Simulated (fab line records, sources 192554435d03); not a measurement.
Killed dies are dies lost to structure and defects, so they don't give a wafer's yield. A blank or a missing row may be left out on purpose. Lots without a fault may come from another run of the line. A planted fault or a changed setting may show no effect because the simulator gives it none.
Chamber matching | flow n5_finfet | N5_MOL_CONTACT_COAG_DESCUM_88 on rie_diel-05: 4 sister chambers
The step chemistry O2, time 7 s. 18 wafers are shown with their chamber, then 9 later ones without.

WAFERS WITH THEIR CHAMBER
wafer  | chamber | showerhead_plenum_p_Torr (Torr) | throttle_valve_pct (%) | rf_vpp_V (V)
L075.1 | 0       | 2.00                            | 20.73                  | 241.7
L075.3 | 1       | 1.96                            | 20.70                  | 240.9
L075.5 | 1       | 1.96                            | 20.69                  | 240.5
L079.1 | 3       | 2.14                            | 20.53                  | 245.1
L079.3 | 1       | 1.96                            | 20.71                  | 241.3
L079.6 | 2       | 2.14                            | 20.10                  | 244.6
L080.1 | 1       | 1.96                            | 20.71                  | 240.7
L080.3 | 2       | 2.14                            | 20.08                  | 243.5
L080.5 | 0       | 2.00                            | 20.76                  | 241.4
L081.2 | 2       | 2.14                            | 20.12                  | 244.1
L081.3 | 0       | 2.00                            | 20.76                  | 241.6
L081.5 | 2       | 2.14                            | 20.09                  | 245.1
L083.2 | 2       | 2.13                            | 20.11                  | 244.5
L083.4 | 3       | 2.14                            | 20.22                  | 243.7
L083.5 | 1       | 1.96                            | 20.71                  | 240.6
L084.1 | 2       | 2.13                            | 20.10                  | 243.8
L084.2 | 1       | 1.96                            | 20.73                  | 240.6
L084.3 | 3       | 2.14                            | 20.21                  | 244.5

SIGNATURES (means of the wafers above)
reading                  | chamber 0 | chamber 1 | chamber 2 | chamber 3 | scatter within a chamber
showerhead_plenum_p_Torr | 2.0000    | 1.9600    | 2.1367    | 2.1400    | 0.00309
throttle_valve_pct       | 20.7500   | 20.7083   | 20.1000   | 20.3200   | 0.07
rf_vpp_V                 | 241.567   | 240.767   | 244.267   | 244.433   | 0.475
Rule: a wafer's distance from a chamber is the root of the sum, over the readings, of the square of ((its reading less the chamber's mean) divided by the reading's scatter). The wafer belongs to the nearest chamber; if the next one is less than 2 further off, it can't be placed. The scatter: the root of (the sum of the squares of (reading less its chamber's mean) over the shown wafers, divided by (wafers less chambers)).

WAFERS WITHOUT THEIR CHAMBER
wafer  | showerhead_plenum_p_Torr (Torr) | throttle_valve_pct (%) | rf_vpp_V (V)
L084.4 | 1.99                            | 20.75                  | 241.1
L084.5 | 1.96                            | 20.73                  | 240.7
L084.6 | 2.13                            | 20.12                  | 244.9
L085.1 | 1.96                            | 20.72                  | 239.9
L085.2 | 2.14                            | 20.23                  | 243.9
L085.3 | 1.99                            | 20.76                  | 240.3
L085.4 | 2.13                            | 20.13                  | 242.9
L085.5 | 2.14                            | 20.23                  | 243.1
L085.6 | 2.13                            | 20.11                  | 244.4

WHICH CHAMBER EACH WENT THROUGH
wafer  | from the rows above     | in truth
L084.4 | 0                       | 0
L084.5 | 1                       | 1
L084.6 | can't be placed: 2 or 3 | 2
L085.1 | 1                       | 1
L085.2 | can't be placed: 3 or 2 | 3
L085.3 | 0                       | 0
L085.4 | can't be placed: 2 or 3 | 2
L085.5 | can't be placed: 3 or 2 | 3
L085.6 | 2                       | 2
Placed correctly: 5 of 9. Can't be placed from these rows: 4 (the true chamber is among the candidates in 4). Placed wrongly: 0.
